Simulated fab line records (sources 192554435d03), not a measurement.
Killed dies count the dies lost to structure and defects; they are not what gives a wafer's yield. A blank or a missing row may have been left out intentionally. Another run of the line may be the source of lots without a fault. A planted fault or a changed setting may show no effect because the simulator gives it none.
fab line records	flow n5-finfet
record lots=3	wafers=9	last-day=18
route steps=1938 shown BEOL_M0_SAQP@661 BEOL_M0_CUTY@701 BEOL_M4@1111 PASSIVATION@1936
lots that met no fault: taken from a fault-free run of the same line
start-h: hours from the record's first day to the start of the lot's first wafer shown	wait-h: hours elapsed since this lot's preceding step	" the same as in the row above	L1.1+2: one row covering several wafers at once	- either no value or no given start	* or withheld: withheld	< > ~ a bound
route shown NAME@n: a module of which the file shows steps, and the number in the route of the first	usual: mean and standard deviation over wafers with no fault	same: alike in all rows	chamber/n: place in a boat	sites: the reading at each site	_std_site: their standard deviation	_edge_site: the outer-site mean with the inner-site mean subtracted	radius-mm: how far each site lies from the wafer's centre	mask NAME#n: copy n	behind: the tool/chamber that last shaped the wafer	hold: cause of the lot's hold/its duration in hours/its outcome	device: transistor that didn't switch, given as n, p or np	end of line: tests run on the same wafers once the route is complete	for a step that has no rows: nothing shown but its recipe	killed: not the wafer's yield, but the dies lost to structure and defects at the first sort	map: the dies of a wafer, with x for killed, . for not killed, _ for no die there
set.NAME: the setting as run; set.NAME@STEP: as run at that earlier step	model.NAME: the simulator's own value behind a step, which no gauge read
lots at selected steps of the route; one table per step, one row per wafer
services: a tool's chamber out of use, with start hour (start-h, from the record's first day; less than 0 if before it), hours out, and reason
## steps
# step N5_BEOL_M0_SAQP_SRD_93
# recipe dry=ipa-marangoni	time-s=30	temp-c=23	rinse-liquid=diw
# step N5_BEOL_M0_SAQP_RECESS_114
# recipe chemistry=HF/NH3	target=SiO2	target-depth-a=144	afs-cycles=3	temp-c=30	sublimation-temp-c=180	sublimation-time-s=60
# step N5_BEOL_M0_SAQP_SPACER1_ALD_98
# recipe material=SiO2	target-thk-a=128	temp-c=300	ald-precursor-family=BDEAS	ald-co-reactant=O2-plasma	pulse-time-s=1	purge-time-s=2	co-reactant-purge-time-s=2	ald-cycles=138	pressure-torr=2
# step N5_BEOL_M0_SAQP_SPACER1_ETCHBACK_99
# recipe chemistry=CHF3/O2	mode=anisotropic-etchback	target=SiO2	target-depth-a=154	time-s=7.7	pressure-mtorr=30	source-w=650	bias-w=170	Ar_flow_sccm=200	CHF3_flow_sccm=50	O2_flow_sccm=5	ion-energy-ev=200
# step N5_BEOL_M0_SAQP_MANDREL1_REMOVE_100
# recipe chemistry=HBr/Cl2/O2	bt-time-s=10	target=a-Si	stop-on=SiNx	endpoint=OES-SiCl	over-etch-frac=0.85	icp-w=600	bias-w=30	HBr_flow_sccm=150	Cl2_flow_sccm=80	O2_flow_sccm=5	pressure-mtorr=10
# step N5_BEOL_M0_SAQP_ETCH_101
# recipe chemistry=CH3F/O2	target=SiNx	mask-material=SiO2	target-depth-a=299	time-s=42.7	pressure-mtorr=30	source-w=395	bias-w=73	Ar_flow_sccm=150	CH3F_flow_sccm=30	O2_flow_sccm=20	ion-energy-ev=120
# step N5_BEOL_M0_SAQP_ETCH_102
# recipe chemistry=CF4	target=SiO2	target-depth-a=40	ion-energy-ev=350	time-s=4.4	pressure-mtorr=10	icp-w=800	bias-w=400	cf4-flow-sccm=80
# step N5_BEOL_M0_SAQP_MANDREL_ETCH_103
# recipe chemistry=HBr/Cl2	target=a-Si	target-depth-a=450	bt-time-s=10	stop-on=SiCN	mask-material=SiO2	over-etch-frac=0.8	time-s=27	pressure-mtorr=10	icp-w=800	bias-w=75	HBr_flow_sccm=150	Cl2_flow_sccm=80	ends=end-point
# step N5_BEOL_M0_SAQP_RECESS_104
# recipe chemistry=HF/NH3	target=SiO2	target-depth-a=180	afs-cycles=3	temp-c=30	sublimation-temp-c=180	sublimation-time-s=60
# step N5_BEOL_M0_SAQP_COAT_105
# recipe resist=SOC	temp-c=250	time-s=60	spin-rpm=1500	resist-thk-nm=100
# step N5_BEOL_M0_SAQP_ETCH_106
# recipe chemistry=N2/H2	target=SOC	target-depth-a=1500	stop-on=SiNx	ion-energy-ev=100	bias-w=61	pressure-mtorr=30	source-w=850	n2-flow-sccm=200	h2-flow-sccm=200
# step N5_BEOL_M0_SAQP_ETCH_107
# recipe chemistry=CH3F/O2	target=SiNx	target-depth-a=300	mask-material=SOC	pressure-mtorr=30	source-w=395	bias-w=73	Ar_flow_sccm=150	CH3F_flow_sccm=30	O2_flow_sccm=20	ion-energy-ev=120
# usual drypump-motor-current-A=5.7/0.41	oes-product-au=0.80/0.087	rf-vpp-V=297/4.2	showerhead-plenum-p-Torr=2.03/0.085	throttle-valve-pct=16.41/0.26
lot.wafer	tool	chamber	start-h	wait-h	drypump-motor-current-A	oes-product-au	rf-hours-counter-h	rf-vpp-V	showerhead-plenum-p-Torr	throttle-valve-pct
L352.1	rie-diel-06	3	117.06	0.0	5.6	0.87	39	299	2.12	16.14
L352.3	"	2	"	"	5.8	0.70	241	302	2.07	16.53
L352.4	"	0	"	"	5.9	0.98	-	298	2.15	16.45
L358.1	rie-diel-06	2	157.80	0.0	5.9	0.95	1	302	2.06	16.07
L358.2	"	1	"	"	5.0	0.93	9	307	2.13	15.82
L358.3	"	3	"	"	5.6	0.85	54	301	2.12	16.19
L375.1	rie-diel-04	3	274.83	0.0	5.8	0.70	209	294	2.06	16.80
L375.2	"	1	"	"	6.0	0.69	239	302	2.06	16.46
L375.6	"	1	"	"	6.0	0.69	-	302	2.06	16.47
# step N5_BEOL_M0_SAQP_STRIP_108
# recipe chemistry=N2/H2	power-w=500	temp-c=40	pressure-mtorr=50	rf-frequency-hz=6e+07	overash-fraction=0.3	bias-power-w=28	h2-frac=0.5	n2-flow-sccm=300	h2-flow-sccm=300
# step N5_BEOL_M0_SAQP_RECESS_109
# recipe chemistry=HF/NH3	target=SiO2	target-depth-a=30	afs-cycles=1	temp-c=30	sublimation-temp-c=180	sublimation-time-s=60
# step N5_BEOL_M0_SAQP_SPACER2_ALD_26
# recipe material=SiO2	target-thk-a=150	temp-c=300	ald-precursor-family=BDEAS	ald-co-reactant=O2-plasma	pulse-time-s=1	purge-time-s=2	co-reactant-purge-time-s=2	pressure-torr=2
# step N5_BEOL_M0_SAQP_SPACER2_ETCHBACK_27
# recipe chemistry=CHF3/O2	mode=anisotropic-etchback	target=SiO2	target-depth-a=225	time-s=11.25	pressure-mtorr=30	source-w=650	bias-w=170	Ar_flow_sccm=200	CHF3_flow_sccm=50	O2_flow_sccm=5	ion-energy-ev=200
# step N5_BEOL_M0_SAQP_MANDREL2_REMOVE_110
# recipe chemistry=HBr/Cl2/O2	bt-time-s=10	target=a-Si	stop-on=SiCN	endpoint=OES-SiCl	over-etch-frac=1	icp-w=600	bias-w=30	HBr_flow_sccm=150	Cl2_flow_sccm=80	O2_flow_sccm=5	pressure-mtorr=10
# step N5_BEOL_M0_SAQP_COAT_69
# recipe resist=SOC	temp-c=250	time-s=60	spin-rpm=1500	resist-thk-nm=90
# step N5_BEOL_M0_SAQP_COAT_72
# recipe resist=SiARC	temp-c=220	time-s=60	spin-rpm=1500	resist-thk-nm=15
# step N5_BEOL_M0_SAQP_COAT_87
# recipe resist=underlayer	temp-c=205	time-s=60	spin-rpm=1500	resist-thk-nm=5
# step N5_BEOL_M0_SAQP_COAT_34
# recipe resist=CAR-EUV	spin-rpm=1500	resist-thk-nm=30
# step N5_BEOL_M0_SAQP_EBR_36
# recipe solvent=PGMEA	ebr-width-mm=1.5
# step N5_BEOL_M0_SAQP_SOFTBAKE_35
# recipe temp-c=110	time-s=60	resist=CAR-EUV
# step N5_BEOL_M0_SAQP_EXPOSE_37
# recipe mask-id=M0_CUT1	na=0.33	source-shape=annular	sigma-inner=0.35	sigma-outer=0.8	polarization=unpolarized	target-cd-nm=30	dose-mj=44.75
# step N5_BEOL_M0_SAQP_PEB_38
# recipe peb-temp-c=100	peb-time-s=60	resist=CAR-EUV
# step N5_BEOL_M0_SAQP_DEVELOP_39
# recipe develop-time-s=30	developer=TMAH	resist=CAR-EUV	rinse-liquid=surfactant-rinse	dry=air-spin	dev-temp-c=23
# step N5_BEOL_M0_SAQP_INSPECT_42
# recipe mode=adi	inspect-instrument=brightfield
# usual raw-defect-count=325/84
lot.wafer	tool	chamber	start-h	wait-h	raw-defect-count
L352.1	defect-inspect-01	-	118.64	0.1	227
L352.3	"	-	"	"	335
L352.4	"	-	"	"	298
L358.1	defect-inspect-01	-	176.27	0.1	229
L358.2	"	-	"	"	330
L358.3	"	-	"	"	1307
L375.1	defect-inspect-02	-	276.45	0.1	199
L375.2	"	-	"	"	186
L375.6	"	-	"	"	195
# step N5_BEOL_M0_SAQP_DESCUM_45
# recipe chemistry=O2	time-s=7	source-power-w=50	bias-power-w=20	pressure-mtorr=20	rf-frequency-hz=2.712e+07	temp-c=40	resist=CAR-EUV	o2-flow-sccm=225
# step N5_BEOL_M0_SAQP_ETCH_88
# recipe chemistry=N2/H2	target=underlayer	target-depth-a=65	time-s=5.2	ion-energy-ev=200	mask-material=CAR-EUV	pressure-mtorr=30	source-w=840	bias-w=150	n2-flow-sccm=200	h2-flow-sccm=200	ends=cleared
# step N5_BEOL_M0_SAQP_ETCH_73
# recipe chemistry=CF4	target=SiARC	target-depth-a=195	mask-material=CAR-EUV	time-s=32.5	ion-energy-ev=80	pressure-mtorr=40	source-w=545	bias-w=36	Ar_flow_sccm=100	cf4-flow-sccm=100	ends=cleared
# step N5_BEOL_M0_SAQP_CUT_ETCH_46
# recipe chemistry=N2/H2	target=SOC	target-depth-a=1350	overetch-a=270	temp-c=40	time-s=202.5	ion-energy-ev=200	mask-material=SiARC	pressure-mtorr=30	source-w=840	bias-w=150	n2-flow-sccm=200	h2-flow-sccm=200
# step N5_BEOL_M0_SAQP_STRIP_74
# recipe chemistry=N2/H2	temp-c=40	n2-flow-sccm=200	h2-flow-sccm=200	rf-frequency-hz=6e+07
# step N5_BEOL_M0_SAQP_STRIP_89
# recipe chemistry=N2/H2	temp-c=40	n2-flow-sccm=200	h2-flow-sccm=200	rf-frequency-hz=6e+07
# step N5_BEOL_M0_SAQP_ALD_48
# recipe material=SiO2	target-thk-a=200	temp-c=100	ald-precursor-family=BDEAS	ald-co-reactant=O2-plasma	pulse-time-s=1	co-reactant-pulse-time-s=1	purge-time-s=2	co-reactant-purge-time-s=2	ald-cycles=139	pressure-torr=2
# step N5_BEOL_M0_SAQP_ETCH_49
# recipe chemistry=CF4/O2	target-depth-a=370	target=SiO2	pressure-mtorr=40	source-w=535	bias-w=49	Ar_flow_sccm=100	cf4-flow-sccm=100	O2_flow_sccm=10	ion-energy-ev=100
# step N5_BEOL_M0_SAQP_STRIP_75
# recipe chemistry=CF4	resist=SiARC	power-w=300	bias-power-w=75	pressure-mtorr=50	cf4-flow-sccm=150	rf-frequency-hz=6e+07
# step N5_BEOL_M0_CUTY_COAT_50
# recipe resist=SiARC	temp-c=220	time-s=60	spin-rpm=1500	resist-thk-nm=15
# step N5_BEOL_M0_CUTY_COAT_51
# recipe resist=CAR-ArF-block	spin-rpm=1500	resist-thk-nm=150
# step N5_BEOL_M0_CUTY_INSPECT_59
# recipe mode=adi	inspect-instrument=macro
# usual raw-defect-count=2.0/1.3
lot.wafer	tool	chamber	start-h	wait-h	raw-defect-count
L352.1	defect-inspect-01	-	120.03	0.0	2
L352.3	"	-	"	"	4
L352.4	"	-	"	"	2
L358.1	defect-inspect-01	-	177.59	0.0	4
L358.2	"	-	"	"	0
L358.3	"	-	"	"	>300
L375.1	defect-inspect-01	-	278.20	0.0	2
L375.2	"	-	"	"	3
L375.6	"	-	"	"	0
# step N5_BEOL_M4_RC_MEAS_101
# usual DIBL_N=36.2/1.5	DIBL_P=36.4/2.1	IOFF_N=0.16/0.031	IOFF_P=0.21/0.037	ION_N=679/11	ION_P=465/7.7	SS_N=71.4/0.55	SS_P=73.2/0.63	VT_N=249/3.3	VT_P=-250/3.4
lot.wafer	tool	chamber	start-h	wait-h	DIBL_N[mV/V]	DIBL_P[mV/V]	IOFF_N[nA/um]	IOFF_P[nA/um]	ION_N[uA/um]	ION_P[uA/um]	SS_N[mV/dec]	SS_P[mV/dec]	VT_N[mV]	VT_P[mV]
L352.1	prober-02	0	171.04	0.0	36.5	37.8	0.15	0.20	676	465	70.4	73.2	253	-252
L352.3	"	0	"	"	37.9	39.2	0.17	0.21	677	457	71.1	74.0	248	-252
L352.4	"	0	"	"	35.9	36.4	0.14	0.18	676	459	71.0	73.4	251	-254
L358.1	prober-01	0	223.78	0.0	34.8	34.7	0.15	0.22	682	473	70.7	73.3	248	-245
L358.2	"	0	"	"	35.8	33.7	0.15	0.20	671	461	71.1	72.1	249	-251
L358.3	"	0	"	"	35.1	35.0	0.15	0.21	692	473	71.7	72.7	253	-250
L375.1	prober-02	0	316.20	0.2	38.6	38.5	0.22	0.25	689	462	71.9	74.4	245	-247
L375.2	"	0	"	"	39.5	39.8	0.25	0.30	704	477	72.4	74.3	242	-244
L375.6	"	0	"	"	34.8	35.7	0.16	0.21	691	468	70.5	73.9	249	-249
# step N5_PASSIVATION_PROBE_49
# usual defect-limited-yield=91.3/1.3	killed_at_M0_to_M3=36/12	killed_at_M4_up=13/4.6	killed-at-contacts=13/5.4	killed-at-front-end=37/10	killed-at-other=3.6/2.9	killed-dies=102/15	killed-open=67/12	killed-short=33/7.5	sort_bin_5_function=5.1/0.93	sort_bin_6_memory=3.2/0.62	sort_bin_8_speed=0.00/0.01	sort-n-pass=1078/15	sort-yield-pct=91.3/1.3
# same gross-dies=1180	killed-at-back-side=0	sort_bin_4_leakage[%]=0
lot.wafer	tool	chamber	start-h	wait-h	defect-limited-yield[%]	killed_at_M0_to_M3	killed_at_M4_up	killed-at-contacts	killed-at-front-end	killed-at-other	killed-dies	killed-open	killed-short	sort_bin_5_function[%]	sort_bin_6_memory[%]	sort_bin_8_speed[%]	sort-n-pass	sort-yield-pct[%]
L352.1	prober-02	-	269.71	0.0	90.3	35	7	11	59	2	114	78	32	5.2	4.2	0	1066	90.3
L352.3	prober-02	-	269.81	0.1	91.9	35	13	5	41	2	96	71	22	4.7	3.3	0	1084	91.9
L352.4	prober-02	-	269.86	0.2	90.7	25	6	10	67	2	110	74	35	5.5	3.5	0	1070	90.7
L358.1	prober-01	-	328.87	0.0	92.1	30	15	16	31	1	93	72	20	4.6	3.2	0	1087	92.1
L358.2	prober-01	-	328.92	0.1	92.9	28	6	16	33	1	84	54	26	5.3	1.6	0	1096	92.9
L358.3	prober-01	-	328.97	0.1	84.4	125	14	22	21	2	184	68	22	9.7	3.3	0	996	84.4
# killed by level:class
L352.1 FIN_SAQP:geometric-particle:open=21 STI_FIN_REVEAL:geometric-particle:open=16 BEOL_M2:geometric-particle:open=11 BEOL_M0_SAQP:geometric-particle:open=8 FIN_SAQP:geometric-particle:short=7 MOL_CONTACT_COAG:geometric-particle:open=6 MOL_CONTACT_COAG:geometric-particle:short=5 BEOL_M0:geometric-particle:short=5
L352.3 FIN_SAQP:geometric-particle:open=25 BEOL_M0_SAQP:geometric-particle:open=7 BEOL_M0:geometric-particle:open=7 STI_FIN_REVEAL:geometric-particle:open=6 BEOL_M0:geometric-particle:short=6 BEOL_M2:geometric-particle:open=6 MOL_CONTACT_COAG:geometric-particle:open=5 FIN_SAQP:geometric-particle:short=4
L352.4 FIN_SAQP:geometric-particle:open=23 FIN_SAQP:geometric-particle:short=13 STI_FIN_REVEAL:geometric-particle:open=13 MOL_CONTACT_COAG:geometric-particle:open=8 BEOL_M0_SAQP:geometric-particle:open=6 BEOL_M2:geometric-particle:open=5 BEOL_M0_SAQP:geometric-particle:short=5 BEOL_M8:geometric-particle:open=4
L358.1 MOL_CONTACT_COAG:geometric-particle:open=14 BEOL_M2:geometric-particle:open=9 BEOL_M1:geometric-particle:open=7 FIN_SAQP:geometric-particle:open=6 STI_FIN_REVEAL:geometric-particle:open=6 DUMMY_GATE:geometric-particle:open=5 BEOL_M3:geometric-particle:open=5 BEOL_M4:geometric-particle:open=4
L358.2 MOL_CONTACT_COAG:geometric-particle:open=13 BEOL_M3:geometric-particle:open=9 STI_FIN_REVEAL:geometric-particle:open=7 BEOL_M0_SAQP:geometric-particle:open=6 BEOL_M0_SAQP:geometric-particle:short=6 ILD0:geometric-particle:open=4 SPACER0:geometric-particle:open=3 ILD0:geometric-particle:short=3
L358.3 BEOL_M0_SAQP:unspecified=93 MOL_CONTACT_COAG:geometric-particle:open=18 BEOL_M2:geometric-particle:open=12 BEOL_M0_SAQP:geometric-particle:open=7 BEOL_M0_SAQP:geometric-particle:short=5 DUMMY_GATE:geometric-particle:open=4 MOL_CONTACT_COAG:geometric-particle:short=4 BEOL_M3:geometric-particle:open=4
# map L358.3 (x killed, . not)
_________________.x.....x....________________
______________..x.x......x......_____________
___________..x.....................__________
__________...x......................_________
________.........................x...._______
_______...................x............______
______.....x...x...............x.....x.._____
_____.x..........x.......................____
____.............xx..x....................___
___.......................x.........x......__
___...x....x....x.......x..................__
__..x.....x....x..............x............._
__..x.....................xx.........x......_
_............................................
_.xx.............x.....x....x......x......x..
_..........x.x........xxx....................
_.......................xx...................
_..........x...x.............x...........x...
_..x.....x......x..............x....x.x...x..
_....x................x.....x..........xx.x.x
_..x...x.......................xx..x.xxxxxxxx
__...xx......xx..x....x...........xxxxxxxxxx_
__..............x.........x.....xxxxxxxxxxxx_
___...........x........x......x..xxxxxxxxxx__
___....x...............x..x......xxxxxxxxxx__
____.............x...........x..xxxxxxxxxx___
_____..........................x.xxxxxxxx____
______......x...........x...x.xx..xxxxxx_____
_______...x.......................xxxxx______
________....x........x..........xxxxxx_______
__________..x................x......_________
___________........x........x......__________
______________..........x......._____________
_________________............________________
# map L352.1 (x killed, . not)
_________________x..x...x....________________
______________.........x........_____________
___________.....x..x....x..x.......__________
__________........x..x....x........._________
________.x.....x......x..............._______
_______...x.......x............x...x...______
______.................................._____
_____.x.........x.........x..............____
____....................................x.___
___...x.....x..xx.....x................x...__
___x......................x.x.xx...........__
__.........x.......x.............xx...x..x.._
__.....x...................................._
_x...................................x...x...
_...x................x............x..........
_..................x..............x..........
_.x.................................x.x......
_xx.x..x......................x.........x....
_.x..........x..........................x....
_..........x........xxx....x.................
_x...x........x........x........x......x.....
__.x............xx.........................._
__.x............x............xxx.....x......_
___.x......x.....................x.x......x__
___..x...................x...........x...x.__
____.................x...............x..x.___
_____.x....................x.....x.......____
______...............xx......x.........._____
_______.....x................xx........______
________...........x...x...........xxx_______
__________....x....................._________
___________..xx........x...........__________
______________.....x.......x...x_____________
_________________...x........________________
## services
tool	chamber	start-h	hours	kind
rie-diel-06	1	113.51	-	clean
rie-diel-06	1	113.51	-	consumable-replace:focus-ring
rie-diel-06	1	113.51	-	consumable-replace:showerhead
rie-diel-06	1	113.51	17.6	scheduled-down
rie-diel-06	1	113.51	17.6	vent-cycle
rie-diel-06	2	142.38	-	clean
rie-diel-06	2	142.38	-	consumable-replace:focus-ring
rie-diel-06	2	142.38	12.8	scheduled-down
rie-diel-06	2	142.38	12.8	vent-cycle
rie-diel-06	1	231.72	4.9	repair
## key
first-sign step=N5_BEOL_M0_SAQP_INSPECT_42	reading=raw-defect-count	direction=up	sigmas=12	usual=325	struck=1307
effect step=N5_BEOL_M0_CUTY_INSPECT_59	reading=raw-defect-count	direction=up	sigmas=99+	usual=2.0	struck=>300
effect step=N5_PASSIVATION_PROBE_49	reading=killed_at_M0_to_M3	direction=up	sigmas=7.3	usual=36	struck=125
more-kills-born-at N5_BEOL_M0_SAQP_ETCH_107@rie-diel-06=93
met-at N5_BEOL_M0_SAQP_ETCH_107
struck-wafers L358.3
onset-between 117.06 157.80
fault kind=chamber-particle-source	tool=rie-diel-06	chamber=3	onset-h=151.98	steps=N5_BEOL_M0_SAQP_ETCH_107	rate-per-visit-cm2=1.7024	end-h=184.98
